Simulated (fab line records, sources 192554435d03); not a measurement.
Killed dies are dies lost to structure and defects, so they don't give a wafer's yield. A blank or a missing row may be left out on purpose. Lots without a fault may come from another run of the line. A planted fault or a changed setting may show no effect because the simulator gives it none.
fab line records | flow n5_finfet
record lots=7 wafers=39
route steps=1938 shown DUMMY_GATE@246 MOL_CONTACT_COAG@559
start_h: hours from the record's first day to the start of the lot's first wafer shown | wait_h: hours since the lot's step before | " the same as in the row above | L1.1+2: a row that stands for several wafers | - no value, or no start given | * or withheld: withheld | < > ~ a bound
route shown NAME@n: a module of which the file shows steps, and the number in the route of the first | usual: mean/standard deviation of fault-free wafers | same: alike in all rows | chamber/n: place in a boat | sites: the reading at each site | _std_site: their standard deviation | _edge_site: outer sites' mean less inner sites' | radius_mm: how far each site lies from the wafer's centre | mask NAME#n: copy n | behind: the tool/chamber that last shaped the wafer | hold: why the lot was held/for how many hours/how that ended | device: the transistor (n, p or np) that didn't switch | end of line: the same wafers' tests at the end of the route | a step without rows: its recipe alone | killed: dies lost to structure and defects at the first sort, not the wafer's yield | map: a wafer's dies, x killed, . not, _ none there
set.NAME: the setting as run; set.NAME@STEP: as run at that earlier step | model.NAME: the simulator's own value behind a step, which no gauge read
lots whose settings were changed on purpose; a table a step, a row a wafer
## steps
# step N5_DUMMY_GATE_ETCH_32
# recipe chemistry=CF4 target=SiO2 target_depth_a=35 time_s=3.9 ion_energy_ev=350 pressure_mtorr=10 icp_w=800 bias_w=400 cf4_flow_sccm=80
# columns lot.wafer tool chamber start_h wait_h set.time_s model.etch.depth_nm
L074.1 rie_si-04 1 46.41 0.1 3.9 3.533
L074.2 " 0 " " 3.9 3.499
L074.3 " 2 " " 4.619 4.095
L074.4 " 3 " " 4.619 4.071
L074.5 " 0 " " 3.9 3.509
L074.6 " 1 " " 4.619 4.167
L076.1 rie_si-02 2 58.43 0.1 3.169 2.827
L076.2 " 3 " " 3.9 3.557
L076.3 " 0 " " 3.9 3.553
L076.4 " 1 " " 3.169 2.884
L076.5 " 0 " " 3.9 3.574
L076.6 " 3 " " 3.169 2.901
L084.1 rie_si-04 3 108.55 0.1 3.9 3.451
L084.2 " 2 " " 3.9 3.518
L084.3 " 0 " " 3.9 3.488
L084.4 " 3 " " 3.9 3.453
L084.5 " 0 " " 3.9 3.508
L084.6 " 2 " " 3.9 3.504
L087.1 rie_si-04 3 124.62 0.1 3.9 3.369
L087.2 " 1 " " 3.128 2.76
L087.3 " 2 " " 3.9 3.41
L087.4 " 0 " " 3.128 2.735
L087.5 " 0 " " 3.9 3.433
L087.6 " 3 " " 3.128 2.701
L090.1 rie_si-02 1 142.68 0.1 3.9 3.648
L090.5 " 2 " " 3.9 3.441
L090.6 " 1 " " 3.9 3.671
L095.1 rie_si-04 1 177.42 0.1 3.596 3.225
L095.2 " 2 " " 3.596 3.219
L095.3 " 0 " " 3.9 3.449
L095.4 " 3 " " 3.596 3.19
L095.5 " 1 " " 3.9 3.498
L095.6 " 0 " " 3.9 3.495
L097.1 rie_si-02 1 185.39 0.1 3.9 3.618
L097.2 " 0 " " 3.9 3.47
L097.3 " 3 " " 3.9 3.564
L097.4 " 0 " " 3.153 2.801
L097.5 " 3 " " 3.153 2.879
L097.6 " 1 " " 3.153 2.967
# step N5_MOL_CONTACT_COAG_ALD_27
# recipe material=SiOC target_thk_a=170 temp_c=400 ald_precursor_family=carbosiloxane ald_co_reactant=H2-plasma pulse_time_s=1.5 time_s=2720 purge_time_s=2 co_reactant_purge_time_s=2 ald_cycles=340 pressure_torr=2
# columns lot.wafer tool chamber start_h wait_h set.time_s model.SiOC_of_MOL_CONTACT_COAG_ALD_27.thk_nm
L074.1+6 ald_sin-02 2,0 94.93 0.9 2720 17
L074.2 " 0 " " 2720 16.8
L074.3+4+5 " 1,3,1 " " 2264 14.2
L076.1+2+6 ald_sin-03 3,2,0 105.33 0.0 2720 17
L076.3+4+5 " 1,0,3 " " 2890 17
L084.1+2 ald_sin-03 2,3 155.87 0.1 2720 17
L084.3 " 1 " " 2720 17.2
L084.4+5+6 " 0,3,0 " " 2130 13.4
L087.1+4+5 ald_sin-01 1,2,2 177.36 0.0 2930 17
L087.2+3+6 " 0,3,3 " " 2720 17
L090.1 ald_sin-02 3 192.51 0.0 2720 17.2
L090.5+6 " 0,1 " " 2720 17
L095.1+3+6 ald_sin-03 2,1,0 223.26 0.0 3027 17
L095.2+4 " 3,0 " " 2720 17
L095.5 " 3 " " 2720 17.2
L097.1 ald_sin-01 3 233.48 0.3 2720 16.8
L097.2+4+5 " 0,1,1 " " 2515 15.6
L097.3+6 " 2,0 " " 2720 17
# step N5_MOL_CONTACT_COAG_ETCH_47
# recipe chemistry=CH3F/O2 target=SiNx target_depth_a=270 mask_material=SiO2 stop_on=W over_etch_frac=0.2 ion_energy_ev=120 endpoint=OES-CN pressure_mtorr=30 source_w=395 bias_w=73 Ar_flow_sccm=150 CH3F_flow_sccm=30 O2_flow_sccm=20 ends=end_point
# columns lot.wafer tool chamber start_h wait_h set.over_etch_frac model.etch.over_etch_s
L074.1 rie_diel-02 3 98.97 0.0 0.2 5.208
L074.2 " 1 " " 0.2 5.235
L074.3 " 0 " " 0.2 5.223
L074.4 " 2 " " 0.2062 5.195
L074.5 " 3 " " 0.2062 5.406
L074.6 " 2 " " 0.2062 5.182
L076.1 rie_diel-02 3 108.78 0.0 0.2096 5.546
L076.2 " 0 " " 0.2 5.231
L076.3 " 1 " " 0.2096 5.578
L076.4 " 2 " " 0.2096 5.259
L076.5 " 1 " " 0.2 5.295
L076.6 " 2 " " 0.2 5.08
L084.1 rie_diel-06 3 159.51 0.0 0.2 4.955
L084.2 " 0 " " 0.2 5.036
L084.3 " 2 " " 0.2125 5.344
L084.4 " 1 " " 0.2125 5.558
L084.5 " 0 " " 0.2 5.047
L084.6 " 3 " " 0.2125 5.271
L087.1 rie_diel-02 1 180.86 0.0 0.2 5.283
L087.2 " 0 " " 0.2056 5.353
L087.3 " 2 " " 0.2 5.089
L087.4 " 3 " " 0.2 5.306
L087.5 " 1 " " 0.2056 5.512
L087.6 " 0 " " 0.2056 5.368
L090.1 rie_diel-06 1 196.45 0.0 0.2 5.267
L090.5 " 0 " " 0.2 5.152
L090.6 " 3 " " 0.2 5.082
L095.1 rie_diel-01 1 226.84 0.0 0.2 5.271
L095.2 " 2 " " 0.1883 4.878
L095.3 " 3 " " 0.1883 4.851
L095.4 " 0 " " 0.1883 4.85
L095.5 " 2 " " 0.2 5.33
L095.6 " 1 " " 0.2 5.169
L097.1 rie_diel-01 1 237.19 0.0 0.2 5.093
L097.2 " 3 " " 0.2149 5.47
L097.3 " 2 " " 0.2149 5.526
L097.4 " 0 " " 0.2149 5.472
L097.5 " 2 " " 0.2 5.174
L097.6 " 3 " " 0.2 5.13
## key
split step=N5_DUMMY_GATE_ETCH_32 setting=time_s stated=3.9 by=wafer
response step=N5_DUMMY_GATE_ETCH_32 reading=model.etch.depth_nm change=+0.0345 per=1% r=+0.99
split step=N5_MOL_CONTACT_COAG_ALD_27 setting=time_s stated=2720 by=wafer
response step=N5_MOL_CONTACT_COAG_ALD_27 reading=model.SiOC_of_MOL_CONTACT_COAG_ALD_27.thk_nm shape=bent at_lowest=13.4 at_stated=17.01 at_highest=17
split step=N5_MOL_CONTACT_COAG_ETCH_47 setting=over_etch_frac stated=0.2 by=wafer
response step=N5_MOL_CONTACT_COAG_ETCH_47 reading=model.etch.over_etch_s change=+0.0545 per=1% r=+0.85
